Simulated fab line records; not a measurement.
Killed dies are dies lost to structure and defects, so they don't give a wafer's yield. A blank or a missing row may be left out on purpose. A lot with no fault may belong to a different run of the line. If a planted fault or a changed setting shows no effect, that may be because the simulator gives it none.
Chamber matching | flow n5_finfet | N5_BEOL_M7_ALD_77 on ald_metal-03 has 4 sister chambers
The step deposits TaN, target thk 2 nm, pulse time 2 s, purge time 3 s. 8 wafers are shown with their chamber, then 10 later ones without.

== WAFERS PAIRED WITH THEIR CHAMBERS ==
wafer  | chamber | heater_power_w (W) | precursor_vessel_pressure_torr (Torr)
L077.1 | 1       | 465                | 26.33
L077.2 | 3       | 442                | 26.23
L078.2 | 3       | 439                | 26.23
L085.2 | 2       | 450                | 26.25
L085.5 | 1       | 444                | 26.19
L085.6 | 0       | 388                | 26.19
L086.1 | 2       | 438                | 26.26
L086.2 | 0       | 403                | 26.17

== WAFERS WHOSE CHAMBER IS MISSING ==
wafer  | heater_power_w (W) | precursor_vessel_pressure_torr (Torr)
L086.5 | 437                | 26.30
L088.1 | 447                | 26.19
L088.5 | 449                | 26.21
L088.6 | 463                | 26.22
L091.4 | 437                | 26.18
L091.5 | 450                | 26.32
L091.6 | 447                | 26.28
L095.2 | 441                | 26.29
L095.4 | 447                | 26.22
L095.5 | 428                | 26.40

== THE CHAMBER EACH PASSED THROUGH ==
wafer  | from the rows above          | in truth
L086.5 | can't be placed: 2 or 3 or 1 | 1
L088.1 | can't be placed: 3 or 2 or 1 | 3
L088.5 | can't be placed: 3 or 2 or 1 | 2
L088.6 | can't be placed: 1 or 2 or 3 | 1
L091.4 | can't be placed: 3 or 2 or 1 | 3
L091.5 | can't be placed: 1 or 2 or 3 | 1
L091.6 | can't be placed: 2 or 1 or 3 | 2
L095.2 | can't be placed: 2 or 3 or 1 | 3
L095.4 | can't be placed: 3 or 2 or 1 | 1
L095.5 | can't be placed: 2 or 3 or 1 | 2
Correctly placed: 0 of 10. From these rows, 10 cannot be placed; in 10 the true chamber is one of the candidates. Number placed wrongly: 0.
How it was worked out, from the rows above alone: a wafer's distance from a chamber is the root of the sum, over the readings, of the square of ((its reading less the chamber's mean) divided by the reading's scatter). The wafer belongs to the nearest chamber; if the next one is less than 2 further off, it can't be placed. Each chamber's mean is taken over the wafers shown for it. The scatter: take each reading less its chamber's mean, square it, sum over the shown wafers, divide by the number of wafers less the number of chambers, and take the root.
